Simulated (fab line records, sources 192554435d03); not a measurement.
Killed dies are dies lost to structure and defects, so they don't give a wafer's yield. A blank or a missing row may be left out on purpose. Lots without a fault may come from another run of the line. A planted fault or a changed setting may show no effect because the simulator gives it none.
Which tool did it? | flow n5_finfet | 10 lots, 29 wafers sampled, at 5 steps of a route of 1938

WHAT THE GAUGES READ, wafer by wafer
N5_BEOL_M4_RC_MEAS_101. Usual: DIBL_N 35.8 mV/V, standard deviation 1.6; DIBL_P 36.0 mV/V, standard deviation 2.1; IOFF_N 0.153 nA/um, standard deviation 0.026; IOFF_P 0.21 nA/um, standard deviation 0.037; ION_N 673 uA/um, standard deviation 11; ION_P 462 uA/um, standard deviation 7.6; SS_N 71.4 mV/dec, standard deviation 0.53; SS_P 73.2 mV/dec, standard deviation 0.67; VT_N 250 mV, standard deviation 3.2; VT_P -250 mV, standard deviation 3.7.
lot  | measured     | on        | DIBL_N (mV/V)  | DIBL_P (mV/V)  | IOFF_N (nA/um)    | IOFF_P (nA/um) | ION_N (uA/um) | ION_P (uA/um) | SS_N (mV/dec)  | SS_P (mV/dec)  | VT_N (mV)   | VT_P (mV)      | flag
L507 | day 8 01:25  | prober-02 | 37.3 33.5 37.9 | 39.2 33.7 38.8 | 0.188 0.117 0.207 | 0.26 0.17 0.27 | 684 662 700   | 476 463 476   | 70.9 71.1 71.1 | 74.0 72.5 74.2 | 245 256 243 | -248 -251 -245 |
L508 | day 8 09:25  | prober-02 | 35.3 37.4 35.5 | 36.1 37.9 35.7 | 0.139 0.165 0.137 | 0.18 0.20 0.18 | 670 675 673   | 453 460 456   | 71.1 71.7 71.6 | 73.2 73.4 72.4 | 252 250 253 | -255 -250 -252 |
L510 | day 9 00:14  | prober-02 | 38.4 39.5 36.4 | 37.5 39.5 35.9 | 0.175 0.193 0.144 | 0.22 0.27 0.20 | 679 685 678   | 461 473 464   | 72.8 72.2 70.8 | 73.6 74.4 73.0 | 251 250 251 | -251 -249 -253 |
L512 | day 9 06:33  | prober-02 | 34.5 33.6 33.7 | 35.5 34.5 34.1 | 0.142 0.126 0.124 | 0.20 0.17 0.17 | 675 665 670   | 468 452 447   | 71.3 71.1 71.2 | 72.8 72.9 72.5 | 251 250 252 | -250 -254 -252 |
L514 | day 9 15:46  | prober-01 | 33.7 33.4 31.5 | 33.4 32.9 30.3 | 0.121 0.111 0.091 | 0.17 0.15 0.13 | 658 653 647   | 458 450 445   | 70.6 70.4 70.2 | 72.8 72.2 72.0 | 253 254 256 | -255 -253 -257 |
L515 | day 9 19:12  | prober-02 | 33.3 36.3 35.0 | 32.7 35.2 33.4 | 0.107 0.143 0.119 | 0.16 0.18 0.17 | 663 666 652   | 457 453 448   | 71.0 71.6 71.0 | 72.5 73.1 73.6 | 257 254 255 | -256 -251 -253 |
L516 | day 10 08:57 | prober-01 | 35.2 35.3 36.4 | 35.2 35.7 37.6 | 0.136 0.153 0.168 | 0.18 0.20 0.22 | 671 688 688   | 462 468 469   | 71.4 70.8 71.9 | 73.4 72.8 72.6 | 250 249 246 | -252 -249 -248 |
L519 | day 11 00:41 | prober-02 | 33.4 33.7      | 32.2 32.9      | 0.113 0.112       | 0.16 0.17      | 656 659       | 449 457       | 71.4 70.6      | 71.8 72.4      | 254 255     | -252 -251      |
L520 | day 11 11:49 | prober-01 | 34.2 34.2 35.0 | 35.2 34.9 35.9 | 0.139 0.136 0.168 | 0.20 0.21 0.23 | 672 676 678   | 467 472 466   | 71.2 71.8 71.3 | 72.5 72.8 73.4 | 252 253 247 | -251 -248 -249 |
L530 | day 13 18:08 | prober-01 | 38.3 34.6 35.0 | 36.3 32.5 33.8 | 0.182 0.124 0.136 | 0.21 0.17 0.18 | 675 668 665   | 454 456 461   | 71.5 71.3 71.1 | 73.9 72.6 73.1 | 248 254 249 | -251 -253 -253 |

N5_PASSIVATION_OVL_MEAS_60. Usual: TV_OVL -4 nm, standard deviation 4.3.
lot  | measured     | on         | TV_OVL (nm) | flag
L507 | day 11 23:01 | overlay-02 | -8 -5 -6    |
L508 | day 12 04:17 | overlay-01 | -1 -10 -6   |
L510 | day 13 08:15 | overlay-01 | -8 -8 -6    |
L512 | day 13 16:55 | overlay-02 | -3 1 2      |
L514 | day 13 20:34 | overlay-01 | -4 -6 -6    |
L515 | day 13 22:02 | overlay-02 | -10 2 1     |
L516 | day 14 05:41 | overlay-01 | -4 -5 2     |
L519 | day 15 01:04 | overlay-02 | -5 -3       |
L520 | day 15 07:17 | overlay-01 | -8 -9 -12   |
L530 | day 17 19:43 | overlay-02 | -9 -2 -10   |

N5_PASSIVATION_OVL_MEAS_66. Usual: PASS_OPEN_OVL 1 nm, standard deviation 4.8.
lot  | measured     | on         | PASS_OPEN_OVL (nm) | flag
L507 | day 12 03:28 | overlay-02 | 2 8 4              |
L508 | day 12 07:33 | overlay-01 | 1 -5 6             |
L510 | day 13 12:42 | overlay-02 | -3 -3 4            |
L512 | day 13 20:47 | overlay-02 | 1 2 2              |
L514 | day 14 00:15 | overlay-01 | 1 0 0              |
L515 | day 14 04:14 | overlay-02 | 1 0 -3             |
L516 | day 14 09:40 | overlay-01 | -4 0 -3            |
L519 | day 15 04:50 | overlay-01 | -2 12              |
L520 | day 15 18:46 | overlay-02 | 3 14 6             |
L530 | day 17 23:29 | overlay-01 | 2 0 2              |

WHICH TOOL RAN EACH LOT (tool, then ch and the chambers of the sampled wafers, then the start)
lot  | N5_BEOL_M0_SAQP_RECESS_114         | N5_PASSIVATION_DESCUM_12
L507 | vapor_etch-02 ch 0,1, day 5 11:51  | rie_diel-04 ch 1,2,3, day 11 23:04
L508 | vapor_etch-02 ch 0,1, day 5 16:42  | rie_diel-03 ch 0,2, day 12 04:20
L510 | vapor_etch-02 ch 0,1, day 6 09:40  | rie_diel-02 ch 1,3, day 13 08:55
L512 | vapor_etch-01 ch 0,1, day 6 20:06  | rie_diel-03 ch 0,1,2, day 13 17:16
L514 | vapor_etch-02 ch 0,1, day 7 04:11  | rie_diel-02 ch 1,2, day 13 20:37
L515 | vapor_etch-02 ch 0,1, day 7 16:46  | rie_diel-02 ch 2,3, day 13 22:24
L516 | vapor_etch-02 ch 0,1, day 7 18:26  | rie_diel-02 ch 2,3, day 14 05:44
L519 | vapor_etch-02 ch 0, day 8 16:32    | rie_diel-03 ch 0,1, day 15 01:08
L520 | vapor_etch-02 ch 0,1, day 8 21:51  | rie_diel-02 ch 1,2,3, day 15 07:21
L530 | vapor_etch-02 ch 0,1, day 11 08:47 | rie_diel-03 ch 0,2, day 17 19:50
- N5_BEOL_M0_SAQP_RECESS_114: chemistry HF/NH3, target SiO2, target depth 14.4 nm, afs cycles 3, sublimation time 60 s.
- N5_PASSIVATION_DESCUM_12: chemistry O2, time 7.9 s.

WHAT THE TOOLS THEMSELVES READ (means of the sampled wafers that have a number; where no wafer has one, the mark that the record gives instead)
N5_BEOL_M0_SAQP_RECESS_114. Usual: drypump_motor_current_A 5.3 A, standard deviation 0.49.
lot  | tool          | drypump_motor_current_A (A) | flag
L507 | vapor_etch-02 | 5.0                         |
L508 | vapor_etch-02 | 5.0                         |
L510 | vapor_etch-02 | 5.0                         |
L512 | vapor_etch-01 | 5.8                         |
L514 | vapor_etch-02 | 4.9                         |
L515 | vapor_etch-02 | 4.9                         |
L516 | vapor_etch-02 | 5.0                         |
L519 | vapor_etch-02 | 5.2                         |
L520 | vapor_etch-02 | 5.0                         |
L530 | vapor_etch-02 | 5.0                         |

N5_PASSIVATION_DESCUM_12. Usual: drypump_motor_current_A 5.9 A, standard deviation 0.51; oes_product_au 0.76 a.u., standard deviation 0.092; rf_vpp_V 243.3 V, standard deviation 1.5; showerhead_plenum_p_Torr 2.10 Torr, standard deviation 0.08; throttle_valve_pct 20.43 %, standard deviation 0.2.
lot  | tool        | drypump_motor_current_A (A) | oes_product_au (a.u.) | rf_vpp_V (V) | showerhead_plenum_p_Torr (Torr) | throttle_valve_pct (%) | flag
L507 | rie_diel-04 | 5.8                         | 0.71                  | 243.2        | 2.14                            | 20.48                  |
L508 | rie_diel-03 | 5.5                         | 0.78                  | 243.2        | 2.12                            | 20.20                  |
L510 | rie_diel-02 | 6.5                         | 0.84                  | 243.5        | 2.10                            | 20.42                  |
L512 | rie_diel-03 | 5.9                         | 0.77                  | 243.4        | 2.12                            | 20.39                  |
L514 | rie_diel-02 | 6.2                         | 0.71                  | 242.5        | 2.04                            | 20.31                  |
L515 | rie_diel-02 | 6.3                         | 0.77                  | 242.5        | 2.09                            | 20.36                  |
L516 | rie_diel-02 | 6.4                         | 0.83                  | 244.0        | 2.12                            | 20.42                  |
L519 | rie_diel-03 | 6.2                         | 0.79                  | 243.1        | 2.15                            | 20.46                  |
L520 | rie_diel-02 | 6.3                         | 0.76                  | 242.9        | 2.07                            | 20.38                  |
L530 | rie_diel-03 | 5.7                         | 0.88                  | 244.3        | 2.15                            | 20.09                  |

THE ANSWER, worked out from the rows above alone
Rule: a lot is off if the mean of its wafers that have a number lies more than 3 standard deviations from the usual mean. A lot without any number at a reading at which 4 lots or more have one is off too. The other lots that the step has rows for count as sound. The gauges are gone through in route order, then the tools' own readings, and for those a lot's mean is taken as printed above. The first step at which some lot is off is used, and at that step the reading that is off furthest; a lot without a number counts as furthest.
No lot is off at any reading shown: from this, nothing can be told.

WHAT THE SIMULATOR HAD PUT IN
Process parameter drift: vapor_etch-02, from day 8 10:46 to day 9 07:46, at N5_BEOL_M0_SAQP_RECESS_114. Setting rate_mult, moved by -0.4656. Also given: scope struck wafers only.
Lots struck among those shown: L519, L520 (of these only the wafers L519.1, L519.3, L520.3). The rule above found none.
